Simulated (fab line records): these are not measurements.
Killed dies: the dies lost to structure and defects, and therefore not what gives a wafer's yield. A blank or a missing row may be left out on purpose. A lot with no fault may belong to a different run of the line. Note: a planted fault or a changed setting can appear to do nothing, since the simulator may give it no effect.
fab line records :: flow n5-finfet :: part 2 of 2: steps 30 to 34 of 34
[record]
  lots = 5
  wafers = 15
  last-day = 16
route steps=1938 shown BEOL_M0@737 BEOL_M1@751
lots that met no fault: taken from a fault-free run of the same line
start-h: hours from the record's opening day to when the first of the lot's shown wafers began :: wait-h: time in hours since the lot's previous step :: " repeats the value in the row above :: L1.1+2: one row covering several wafers at once :: - no value, or no start given :: * or withheld: withheld :: < > ~ a bound
route shown NAME@n: names a module that has steps shown in the file, with the first one's number in the route :: usual: the fault-free wafers' mean and standard deviation :: same: alike in all rows :: chamber/n: place in a boat :: sites: per-site readings :: _std_site: their standard deviation :: _edge_site: inner sites' mean taken away from outer sites' mean :: radius-mm: how far each site lies from the wafer's centre :: mask NAME#n: copy n :: behind: the most recent tool/chamber to have shaped the wafer :: hold: the reason the lot was held/the length of the hold in hours/how it ended :: device: which transistor (n, p or np) failed to switch :: end of line: the tests these same wafers got at the end of their route :: a step with no rows: only its recipe :: killed: dies lost to structure and defects at the first sort, not the wafer's yield :: map: the dies of a wafer, with x for killed, . for not killed, _ for no die there
set.NAME: setting as actually run; set.NAME@STEP: the setting as run at that earlier step :: model.NAME: the simulator's own value behind a step, which no gauge read
certain route steps with their lots: each step a table, each wafer a row
services: from which hour (start-h, from the record's first day; less than 0 if before it) a tool's chamber was out of use, for how many hours, and why
[[steps]]
[step N5_BEOL_M1_DESCUM_16]
[recipe]
  chemistry = O2
  time-s = 7
  source-power-w = 50
  bias-power-w = 20
  pressure-mtorr = 20
  rf-frequency-hz = 2.712e+07
  temp-c = 40
  resist = CAR-EUV
  o2-flow-sccm = 225
[usual]
  bias-power-w = 20.00/0.06
  drypump-motor-current-A = 5.4/0.46
  oes-product-au = 0.80/0.1
  rf-vpp-V = 243.3/1.4
  showerhead-plenum-p-Torr = 2.10/0.073
  temp-c = 40.01/0.12
  throttle-valve-pct = 20.36/0.26
lot.wafer: L084.4
tool: rie-diel-04
chamber: 0
start-h: 179.80
wait-h: 0.1
bias-power-w: 19.96
drypump-motor-current-A: 5.4
oes-product-au: 0.95
rf-hours-counter-h: -
rf-vpp-V: 242.9
showerhead-plenum-p-Torr: 2.06
temp-c: 40.15
throttle-valve-pct: 20.26

lot.wafer: L084.5
tool: rie-diel-04
chamber: 3
start-h: 179.80
wait-h: 0.1
bias-power-w: 20.12
drypump-motor-current-A: 5.9
oes-product-au: 0.70
rf-hours-counter-h: -
rf-vpp-V: 241.5
showerhead-plenum-p-Torr: 1.99
temp-c: 39.93
throttle-valve-pct: 20.82

lot.wafer: L084.6
tool: rie-diel-04
chamber: 2
start-h: 179.80
wait-h: 0.1
bias-power-w: 19.99
drypump-motor-current-A: 4.7
oes-product-au: 0.92
rf-hours-counter-h: -
rf-vpp-V: 244.5
showerhead-plenum-p-Torr: 2.21
temp-c: 39.98
throttle-valve-pct: 20.14

lot.wafer: L091.3
tool: rie-diel-04
chamber: 0
start-h: 221.47
wait-h: 0.0
bias-power-w: 19.88
drypump-motor-current-A: 5.4
oes-product-au: 0.91
rf-hours-counter-h: 29
rf-vpp-V: 242.5
showerhead-plenum-p-Torr: 2.05
temp-c: 40.08
throttle-valve-pct: 20.28

lot.wafer: L091.4
tool: rie-diel-04
chamber: 1
start-h: 221.47
wait-h: 0.0
bias-power-w: 20.01
drypump-motor-current-A: 5.1
oes-product-au: 0.98
rf-hours-counter-h: 7
rf-vpp-V: 244.1
showerhead-plenum-p-Torr: 2.12
temp-c: 40.30
throttle-valve-pct: 19.91

lot.wafer: L091.5
tool: rie-diel-04
chamber: 3
start-h: 221.47
wait-h: 0.0
bias-power-w: 20.09
drypump-motor-current-A: 5.9
oes-product-au: 0.69
rf-hours-counter-h: -
rf-vpp-V: 239.3
showerhead-plenum-p-Torr: 1.99
temp-c: 40.15
throttle-valve-pct: 20.86

lot.wafer: L092.3
tool: rie-diel-04
chamber: 0
start-h: 231.86
wait-h: 0.4
bias-power-w: 20.07
drypump-motor-current-A: 5.4
oes-product-au: 0.90
rf-hours-counter-h: 32
rf-vpp-V: 239.8
showerhead-plenum-p-Torr: 2.05
temp-c: 40.15
throttle-valve-pct: 20.26

lot.wafer: L092.5
tool: rie-diel-04
chamber: 2
start-h: 231.86
wait-h: 0.4
bias-power-w: 20.04
drypump-motor-current-A: 4.8
oes-product-au: 0.88
rf-hours-counter-h: -
rf-vpp-V: 245.1
showerhead-plenum-p-Torr: 2.21
temp-c: 40.09
throttle-valve-pct: 20.18

lot.wafer: L092.6
tool: rie-diel-04
chamber: 3
start-h: 231.86
wait-h: 0.4
bias-power-w: 19.94
drypump-motor-current-A: 5.9
oes-product-au: 0.69
rf-hours-counter-h: -
rf-vpp-V: 242.6
showerhead-plenum-p-Torr: 1.99
temp-c: 40.18
throttle-valve-pct: 20.86

lot.wafer: L094.1
tool: rie-diel-02
chamber: 3
start-h: 243.87
wait-h: 0.0
bias-power-w: 20.01
drypump-motor-current-A: 5.0
oes-product-au: 0.84
rf-hours-counter-h: 63
rf-vpp-V: 241.5
showerhead-plenum-p-Torr: 2.03
temp-c: 39.74
throttle-valve-pct: 20.43

lot.wafer: L094.2
tool: rie-diel-02
chamber: 2
start-h: 243.87
wait-h: 0.0
bias-power-w: 19.95
drypump-motor-current-A: 5.1
oes-product-au: 0.71
rf-hours-counter-h: 228
rf-vpp-V: 242.7
showerhead-plenum-p-Torr: 2.07
temp-c: 39.82
throttle-valve-pct: 20.35

lot.wafer: L094.6
tool: rie-diel-02
chamber: 2
start-h: 243.87
wait-h: 0.0
bias-power-w: 19.94
drypump-motor-current-A: 5.1
oes-product-au: 0.71
rf-hours-counter-h: -
rf-vpp-V: 242.5
showerhead-plenum-p-Torr: 2.07
temp-c: 39.90
throttle-valve-pct: 20.35

lot.wafer: L095.3
tool: rie-diel-04
chamber: 3
start-h: 246.94
wait-h: 0.0
bias-power-w: 20.09
drypump-motor-current-A: 5.9
oes-product-au: 0.68
rf-hours-counter-h: 236
rf-vpp-V: 241.6
showerhead-plenum-p-Torr: 1.98
temp-c: 39.82
throttle-valve-pct: 20.87

lot.wafer: L095.4
tool: rie-diel-04
chamber: 0
start-h: 246.94
wait-h: 0.0
bias-power-w: 20.04
drypump-motor-current-A: 5.4
oes-product-au: 0.88
rf-hours-counter-h: -
rf-vpp-V: 241.9
showerhead-plenum-p-Torr: 2.05
temp-c: 39.99
throttle-valve-pct: 20.29

lot.wafer: L095.5
tool: rie-diel-04
chamber: 3
start-h: 246.94
wait-h: 0.0
bias-power-w: 20.04
drypump-motor-current-A: 5.9
oes-product-au: 0.68
rf-hours-counter-h: -
rf-vpp-V: 242.0
showerhead-plenum-p-Torr: 1.98
temp-c: 40.02
throttle-valve-pct: 20.85
[step N5_BEOL_M1_ETCH_74]
[recipe]
  chemistry = N2/H2
  target = underlayer
  target-depth-a = 65
  mask-material = CAR-EUV
  time-s = 5.2
  ion-energy-ev = 200
  pressure-mtorr = 30
  source-w = 840
  bias-w = 150
  n2-flow-sccm = 200
  h2-flow-sccm = 200
  ends = cleared
[usual]
  drypump-motor-current-A = 5.4/0.47
  etch-rf-on-time-s = 5.17/0.14
  oes-product-au = 0.69/0.091
  rf-vpp-V = 524.1/2.9
  showerhead-plenum-p-Torr = 2.56/0.094
  throttle-valve-pct = 17.81/0.23
lot.wafer: L084.4
tool: rie-diel-04
chamber: 0
start-h: 179.83
wait-h: 0.0
drypump-motor-current-A: 5.4
etch-rf-on-time-s: 5.20
oes-product-au: 0.81
rf-hours-counter-h: -
rf-vpp-V: 522.5
showerhead-plenum-p-Torr: 2.49
throttle-valve-pct: 17.57

lot.wafer: L084.5
tool: rie-diel-04
chamber: 3
start-h: 179.83
wait-h: 0.0
drypump-motor-current-A: 5.9
etch-rf-on-time-s: 5.27
oes-product-au: 0.60
rf-hours-counter-h: -
rf-vpp-V: 521.2
showerhead-plenum-p-Torr: 2.40
throttle-valve-pct: 18.14

lot.wafer: L084.6
tool: rie-diel-04
chamber: 2
start-h: 179.83
wait-h: 0.0
drypump-motor-current-A: 4.7
etch-rf-on-time-s: 5.14
oes-product-au: 0.77
rf-hours-counter-h: -
rf-vpp-V: 527.3
showerhead-plenum-p-Torr: 2.72
throttle-valve-pct: 17.70

lot.wafer: L091.3
tool: rie-diel-04
chamber: 0
start-h: 221.50
wait-h: 0.0
drypump-motor-current-A: 5.4
etch-rf-on-time-s: 5.18
oes-product-au: 0.78
rf-hours-counter-h: 29
rf-vpp-V: 523.0
showerhead-plenum-p-Torr: 2.48
throttle-valve-pct: 17.59

lot.wafer: L091.4
tool: rie-diel-04
chamber: 1
start-h: 221.50
wait-h: 0.0
drypump-motor-current-A: 5.1
etch-rf-on-time-s: 5.06
oes-product-au: 0.85
rf-hours-counter-h: 7
rf-vpp-V: 525.9
showerhead-plenum-p-Torr: 2.61
throttle-valve-pct: 17.50

lot.wafer: L091.5
tool: rie-diel-04
chamber: 3
start-h: 221.50
wait-h: 0.0
drypump-motor-current-A: 5.9
etch-rf-on-time-s: 5.31
oes-product-au: 0.59
rf-hours-counter-h: -
rf-vpp-V: 519.3
showerhead-plenum-p-Torr: 2.40
throttle-valve-pct: 18.17

lot.wafer: L092.3
tool: rie-diel-04
chamber: 0
start-h: 231.89
wait-h: 0.0
drypump-motor-current-A: 5.4
etch-rf-on-time-s: 5.16
oes-product-au: 0.76
rf-hours-counter-h: 32
rf-vpp-V: 522.3
showerhead-plenum-p-Torr: 2.48
throttle-valve-pct: 17.62

lot.wafer: L092.5
tool: rie-diel-04
chamber: 2
start-h: 231.89
wait-h: 0.0
drypump-motor-current-A: 4.8
etch-rf-on-time-s: 5.07
oes-product-au: 0.75
rf-hours-counter-h: -
rf-vpp-V: 529.4
showerhead-plenum-p-Torr: 2.71
throttle-valve-pct: 17.74

lot.wafer: L092.6
tool: rie-diel-04
chamber: 3
start-h: 231.89
wait-h: 0.0
drypump-motor-current-A: 5.9
etch-rf-on-time-s: 5.30
oes-product-au: 0.58
rf-hours-counter-h: -
rf-vpp-V: 519.0
showerhead-plenum-p-Torr: 2.40
throttle-valve-pct: 18.15

lot.wafer: L094.1
tool: rie-diel-02
chamber: 3
start-h: 243.90
wait-h: 0.0
drypump-motor-current-A: 4.9
etch-rf-on-time-s: 5.06
oes-product-au: 0.72
rf-hours-counter-h: 63
rf-vpp-V: 522.7
showerhead-plenum-p-Torr: 2.48
throttle-valve-pct: 17.98

lot.wafer: L094.2
tool: rie-diel-02
chamber: 2
start-h: 243.90
wait-h: 0.0
drypump-motor-current-A: 5.1
etch-rf-on-time-s: 5.35
oes-product-au: 0.59
rf-hours-counter-h: 228
rf-vpp-V: 522.3
showerhead-plenum-p-Torr: 2.53
throttle-valve-pct: 17.89

lot.wafer: L094.6
tool: rie-diel-02
chamber: 2
start-h: 243.90
wait-h: 0.0
drypump-motor-current-A: 5.1
etch-rf-on-time-s: 5.34
oes-product-au: 0.59
rf-hours-counter-h: -
rf-vpp-V: 521.9
showerhead-plenum-p-Torr: 2.53
throttle-valve-pct: 17.87

lot.wafer: L095.3
tool: rie-diel-04
chamber: 3
start-h: 246.98
wait-h: 0.0
drypump-motor-current-A: 5.9
etch-rf-on-time-s: 5.26
oes-product-au: 0.59
rf-hours-counter-h: 236
rf-vpp-V: 518.2
showerhead-plenum-p-Torr: 2.39
throttle-valve-pct: 18.16

lot.wafer: L095.4
tool: rie-diel-04
chamber: 0
start-h: 246.98
wait-h: 0.0
drypump-motor-current-A: 5.4
etch-rf-on-time-s: 5.12
oes-product-au: 0.77
rf-hours-counter-h: -
rf-vpp-V: 521.8
showerhead-plenum-p-Torr: 2.48
throttle-valve-pct: 17.63

lot.wafer: L095.5
tool: rie-diel-04
chamber: 3
start-h: 246.98
wait-h: 0.0
drypump-motor-current-A: 5.9
etch-rf-on-time-s: 5.29
oes-product-au: 0.59
rf-hours-counter-h: -
rf-vpp-V: 518.9
showerhead-plenum-p-Torr: 2.39
throttle-valve-pct: 18.16
[step N5_BEOL_M1_ETCH_63]
[recipe]
  chemistry = CF4
  target = SiARC
  target-depth-a = 156
  mask-material = CAR-EUV
  time-s = 26
  ion-energy-ev = 80
  pressure-mtorr = 40
  source-w = 545
  bias-w = 36
  Ar_flow_sccm = 100
  cf4-flow-sccm = 100
  ends = cleared
[usual]
  drypump-motor-current-A = 5.4/0.46
  etch-rf-on-time-s = 25.7/0.73
  oes-product-au = 0.69/0.09
  rf-vpp-V = 184.1/1.2
  showerhead-plenum-p-Torr = 2.16/0.077
  throttle-valve-pct = 15.59/0.27
lot.wafer: L084.4
tool: rie-diel-04
chamber: 0
start-h: 179.85
wait-h: 0.0
drypump-motor-current-A: 5.4
etch-rf-on-time-s: 25.5
oes-product-au: 0.81
rf-hours-counter-h: -
rf-vpp-V: 181.9
showerhead-plenum-p-Torr: 2.10
throttle-valve-pct: 15.34

lot.wafer: L084.5
tool: rie-diel-04
chamber: 3
start-h: 179.85
wait-h: 0.0
drypump-motor-current-A: 6.0
etch-rf-on-time-s: 26.1
oes-product-au: 0.60
rf-hours-counter-h: -
rf-vpp-V: 182.4
showerhead-plenum-p-Torr: 2.04
throttle-valve-pct: 16.00

lot.wafer: L084.6
tool: rie-diel-04
chamber: 2
start-h: 179.85
wait-h: 0.0
drypump-motor-current-A: 4.8
etch-rf-on-time-s: 25.0
oes-product-au: 0.79
rf-hours-counter-h: -
rf-vpp-V: 185.1
showerhead-plenum-p-Torr: 2.29
throttle-valve-pct: 15.44

lot.wafer: L091.3
tool: rie-diel-04
chamber: 0
start-h: 221.52
wait-h: 0.0
drypump-motor-current-A: 5.4
etch-rf-on-time-s: 25.6
oes-product-au: 0.77
rf-hours-counter-h: 29
rf-vpp-V: 183.2
showerhead-plenum-p-Torr: 2.10
throttle-valve-pct: 15.34

lot.wafer: L091.4
tool: rie-diel-04
chamber: 1
start-h: 221.52
wait-h: 0.0
drypump-motor-current-A: 5.1
etch-rf-on-time-s: 25.2
oes-product-au: 0.83
rf-hours-counter-h: 7
rf-vpp-V: 184.5
showerhead-plenum-p-Torr: 2.18
throttle-valve-pct: 15.17

lot.wafer: L091.5
tool: rie-diel-04
chamber: 3
start-h: 221.52
wait-h: 0.0
drypump-motor-current-A: 5.9
etch-rf-on-time-s: 26.3
oes-product-au: 0.59
rf-hours-counter-h: -
rf-vpp-V: 181.9
showerhead-plenum-p-Torr: 2.03
throttle-valve-pct: 16.04

lot.wafer: L092.3
tool: rie-diel-04
chamber: 0
start-h: 231.91
wait-h: 0.0
drypump-motor-current-A: 5.4
etch-rf-on-time-s: 25.3
oes-product-au: 0.78
rf-hours-counter-h: 32
rf-vpp-V: 182.9
showerhead-plenum-p-Torr: 2.10
throttle-valve-pct: 15.36

lot.wafer: L092.5
tool: rie-diel-04
chamber: 2
start-h: 231.91
wait-h: 0.0
drypump-motor-current-A: 4.7
etch-rf-on-time-s: 24.8
oes-product-au: 0.76
rf-hours-counter-h: -
rf-vpp-V: 185.9
showerhead-plenum-p-Torr: 2.28
throttle-valve-pct: 15.46

lot.wafer: L092.6
tool: rie-diel-04
chamber: 3
start-h: 231.91
wait-h: 0.0
drypump-motor-current-A: 5.9
etch-rf-on-time-s: 25.9
oes-product-au: 0.59
rf-hours-counter-h: -
rf-vpp-V: 182.2
showerhead-plenum-p-Torr: 2.03
throttle-valve-pct: 16.06

lot.wafer: L094.1
tool: rie-diel-02
chamber: 3
start-h: 243.92
wait-h: 0.0
drypump-motor-current-A: 5.0
etch-rf-on-time-s: 25.9
oes-product-au: 0.71
rf-hours-counter-h: 63
rf-vpp-V: 184.0
showerhead-plenum-p-Torr: 2.10
throttle-valve-pct: 15.68

lot.wafer: L094.2
tool: rie-diel-02
chamber: 2
start-h: 243.92
wait-h: 0.0
drypump-motor-current-A: 5.1
etch-rf-on-time-s: 27.3
oes-product-au: 0.58
rf-hours-counter-h: 228
rf-vpp-V: 183.3
showerhead-plenum-p-Torr: 2.12
throttle-valve-pct: 15.57

lot.wafer: L094.6
tool: rie-diel-02
chamber: 2
start-h: 243.92
wait-h: 0.0
drypump-motor-current-A: 5.1
etch-rf-on-time-s: 27.0
oes-product-au: 0.58
rf-hours-counter-h: -
rf-vpp-V: 185.0
showerhead-plenum-p-Torr: 2.12
throttle-valve-pct: 15.57

lot.wafer: L095.3
tool: rie-diel-04
chamber: 3
start-h: 246.99
wait-h: 0.0
drypump-motor-current-A: 5.9
etch-rf-on-time-s: 26.5
oes-product-au: 0.58
rf-hours-counter-h: 236
rf-vpp-V: 181.2
showerhead-plenum-p-Torr: 2.03
throttle-valve-pct: 16.07

lot.wafer: L095.4
tool: rie-diel-04
chamber: 0
start-h: 246.99
wait-h: 0.0
drypump-motor-current-A: 5.4
etch-rf-on-time-s: 25.7
oes-product-au: 0.77
rf-hours-counter-h: -
rf-vpp-V: 184.4
showerhead-plenum-p-Torr: 2.10
throttle-valve-pct: 15.37

lot.wafer: L095.5
tool: rie-diel-04
chamber: 3
start-h: 246.99
wait-h: 0.0
drypump-motor-current-A: 6.0
etch-rf-on-time-s: 26.7
oes-product-au: 0.58
rf-hours-counter-h: -
rf-vpp-V: 182.4
showerhead-plenum-p-Torr: 2.03
throttle-valve-pct: 16.05
[step N5_BEOL_M1_ETCH_64]
[recipe]
  chemistry = N2/H2
  target = SOC
  target-depth-a = 750
  overetch-a = 150
  mask-material = SiARC
  temp-c = 40
  time-s = 112.5
  ion-energy-ev = 200
  pressure-mtorr = 30
  source-w = 840
  bias-w = 150
  n2-flow-sccm = 200
  h2-flow-sccm = 200
[usual]
  drypump-motor-current-A = 5.4/0.47
  oes-product-au = 0.63/0.076
  rf-vpp-V = 524.2/2.7
  showerhead-plenum-p-Torr = 2.56/0.094
  temp-c = 40.02/0.11
  throttle-valve-pct = 17.77/0.23
lot.wafer: L084.4
tool: rie-diel-04
chamber: 0
start-h: 179.92
wait-h: 0.1
drypump-motor-current-A: 5.4
oes-product-au: 0.74
rf-hours-counter-h: -
rf-vpp-V: 521.6
showerhead-plenum-p-Torr: 2.49
temp-c: 39.99
throttle-valve-pct: 17.54

lot.wafer: L084.5
tool: rie-diel-04
chamber: 3
start-h: 179.92
wait-h: 0.1
drypump-motor-current-A: 5.9
oes-product-au: 0.56
rf-hours-counter-h: -
rf-vpp-V: 520.3
showerhead-plenum-p-Torr: 2.40
temp-c: 40.16
throttle-valve-pct: 18.08

lot.wafer: L084.6
tool: rie-diel-04
chamber: 2
start-h: 179.92
wait-h: 0.1
drypump-motor-current-A: 4.7
oes-product-au: 0.71
rf-hours-counter-h: -
rf-vpp-V: 527.1
showerhead-plenum-p-Torr: 2.72
temp-c: 40.01
throttle-valve-pct: 17.67

lot.wafer: L091.3
tool: rie-diel-04
chamber: 0
start-h: 221.55
wait-h: 0.0
drypump-motor-current-A: 5.4
oes-product-au: 0.71
rf-hours-counter-h: 29
rf-vpp-V: 521.9
showerhead-plenum-p-Torr: 2.48
temp-c: 40.09
throttle-valve-pct: 17.57

lot.wafer: L091.4
tool: rie-diel-04
chamber: 1
start-h: 221.55
wait-h: 0.0
drypump-motor-current-A: 5.1
oes-product-au: 0.77
rf-hours-counter-h: 7
rf-vpp-V: 526.3
showerhead-plenum-p-Torr: 2.61
temp-c: 39.99
throttle-valve-pct: 17.47

lot.wafer: L091.5
tool: rie-diel-04
chamber: 3
start-h: 221.55
wait-h: 0.0
drypump-motor-current-A: 5.9
oes-product-au: 0.55
rf-hours-counter-h: -
rf-vpp-V: 520.7
showerhead-plenum-p-Torr: 2.40
temp-c: 40.25
throttle-valve-pct: 18.12

lot.wafer: L092.3
tool: rie-diel-04
chamber: 0
start-h: 231.94
wait-h: 0.0
drypump-motor-current-A: 5.4
oes-product-au: 0.71
rf-hours-counter-h: 32
rf-vpp-V: 521.8
showerhead-plenum-p-Torr: 2.48
temp-c: 39.88
throttle-valve-pct: 17.57

lot.wafer: L092.5
tool: rie-diel-04
chamber: 2
start-h: 231.94
wait-h: 0.0
drypump-motor-current-A: 4.7
oes-product-au: 0.68
rf-hours-counter-h: -
rf-vpp-V: 526.9
showerhead-plenum-p-Torr: 2.71
temp-c: 40.04
throttle-valve-pct: 17.70

lot.wafer: L092.6
tool: rie-diel-04
chamber: 3
start-h: 231.94
wait-h: 0.0
drypump-motor-current-A: 5.9
oes-product-au: 0.55
rf-hours-counter-h: -
rf-vpp-V: 520.5
showerhead-plenum-p-Torr: 2.40
temp-c: 40.01
throttle-valve-pct: 18.12

lot.wafer: L094.1
tool: rie-diel-02
chamber: 3
start-h: 243.95
wait-h: 0.0
drypump-motor-current-A: 4.9
oes-product-au: 0.67
rf-hours-counter-h: 63
rf-vpp-V: 522.6
showerhead-plenum-p-Torr: 2.48
temp-c: 39.92
throttle-valve-pct: 17.95

lot.wafer: L094.2
tool: rie-diel-02
chamber: 2
start-h: 243.95
wait-h: 0.0
drypump-motor-current-A: 5.1
oes-product-au: 0.56
rf-hours-counter-h: 228
rf-vpp-V: 523.5
showerhead-plenum-p-Torr: 2.53
temp-c: 40.05
throttle-valve-pct: 17.84

lot.wafer: L094.6
tool: rie-diel-02
chamber: 2
start-h: 243.95
wait-h: 0.0
drypump-motor-current-A: 5.1
oes-product-au: 0.55
rf-hours-counter-h: -
rf-vpp-V: 521.7
showerhead-plenum-p-Torr: 2.53
temp-c: 39.88
throttle-valve-pct: 17.85

lot.wafer: L095.3
tool: rie-diel-04
chamber: 3
start-h: 247.02
wait-h: 0.0
drypump-motor-current-A: 5.9
oes-product-au: 0.55
rf-hours-counter-h: 236
rf-vpp-V: 520.0
showerhead-plenum-p-Torr: 2.39
temp-c: 40.03
throttle-valve-pct: 18.14

lot.wafer: L095.4
tool: rie-diel-04
chamber: 0
start-h: 247.02
wait-h: 0.0
drypump-motor-current-A: 5.4
oes-product-au: 0.71
rf-hours-counter-h: -
rf-vpp-V: 521.4
showerhead-plenum-p-Torr: 2.48
temp-c: 40.12
throttle-valve-pct: 17.58

lot.wafer: L095.5
tool: rie-diel-04
chamber: 3
start-h: 247.02
wait-h: 0.0
drypump-motor-current-A: 5.9
oes-product-au: 0.55
rf-hours-counter-h: -
rf-vpp-V: 521.1
showerhead-plenum-p-Torr: 2.39
temp-c: 40.12
throttle-valve-pct: 18.11
[step N5_BEOL_M1_STRIP_65]
[recipe]
  chemistry = N2/H2
  temp-c = 40
  n2-flow-sccm = 200
  h2-flow-sccm = 200
  rf-frequency-hz = 6e+07
lot.wafer: L084.4+5+6
tool: rie-diel-04
chamber: 0,3,2
start-h: 179.98
wait-h: 0.0

lot.wafer: L091.3+4+5
tool: rie-diel-04
chamber: 0,1,3
start-h: 221.65
wait-h: 0.1

lot.wafer: L092.3+5+6
tool: rie-diel-04
chamber: 0,2,3
start-h: 232.04
wait-h: 0.1

lot.wafer: L094.1+2+6
tool: rie-diel-02
chamber: 3,2,2
start-h: 244.06
wait-h: 0.1

lot.wafer: L095.3+4+5
tool: rie-diel-04
chamber: 3,0,3
start-h: 247.13
wait-h: 0.1
[[services]]
tool: cmp-03
chamber: -
start-h: 152.41
hours: 4.0
kind: pm

tool: cmp-01
chamber: -
start-h: 153.65
hours: 4.2
kind: pm

tool: ecd-cu-02
chamber: -
start-h: 155.14
hours: 1.0
kind: repair

tool: cmp-01
chamber: -
start-h: 157.95
hours: 2.1
kind: repair

tool: euv-scanner-01
chamber: -
start-h: 159.88
hours: 1.0
kind: pm

tool: euv-scanner-01
chamber: -
start-h: 161.50
hours: 0.3
kind: repair

tool: pecvd-04
chamber: -
start-h: 164.08
hours: 1.0
kind: repair

tool: cvd-co-01
chamber: -
start-h: 164.81
hours: 14.6
kind: pm

tool: ecd-cu-02
chamber: -
start-h: 166.97
hours: 1.8
kind: repair

tool: pecvd-01
chamber: 1
start-h: 167.18
hours: 4.5
kind: repair

tool: rie-diel-04
chamber: 1
start-h: 178.16
hours: -
kind: clean

tool: cmp-01
chamber: -
start-h: 189.59
hours: 0.3
kind: repair

tool: cmp-01
chamber: -
start-h: 193.67
hours: 4.0
kind: pm

tool: cmp-03
chamber: -
start-h: 203.49
hours: 4.3
kind: repair

tool: cmp-02
chamber: -
start-h: 208.01
hours: 1.8
kind: repair

tool: cvd-co-01
chamber: -
start-h: 212.47
hours: 5.0
kind: repair

tool: euv-scanner-01
chamber: -
start-h: 216.74
hours: 1.0
kind: pm

tool: euv-scanner-01
chamber: -
start-h: 218.13
hours: 0.9
kind: repair

tool: cmp-01
chamber: -
start-h: 218.47
hours: 1.5
kind: repair

tool: pecvd-01
chamber: -
start-h: 219.34
hours: 6.0
kind: pm

tool: rie-diel-02
chamber: 0
start-h: 227.10
hours: 2.8
kind: repair

tool: cmp-03
chamber: -
start-h: 234.33
hours: 1.3
kind: repair

tool: pecvd-01
chamber: 2
start-h: 234.42
hours: 2.5
kind: repair

tool: cmp-01
chamber: -
start-h: 241.90
hours: 1.7
kind: repair
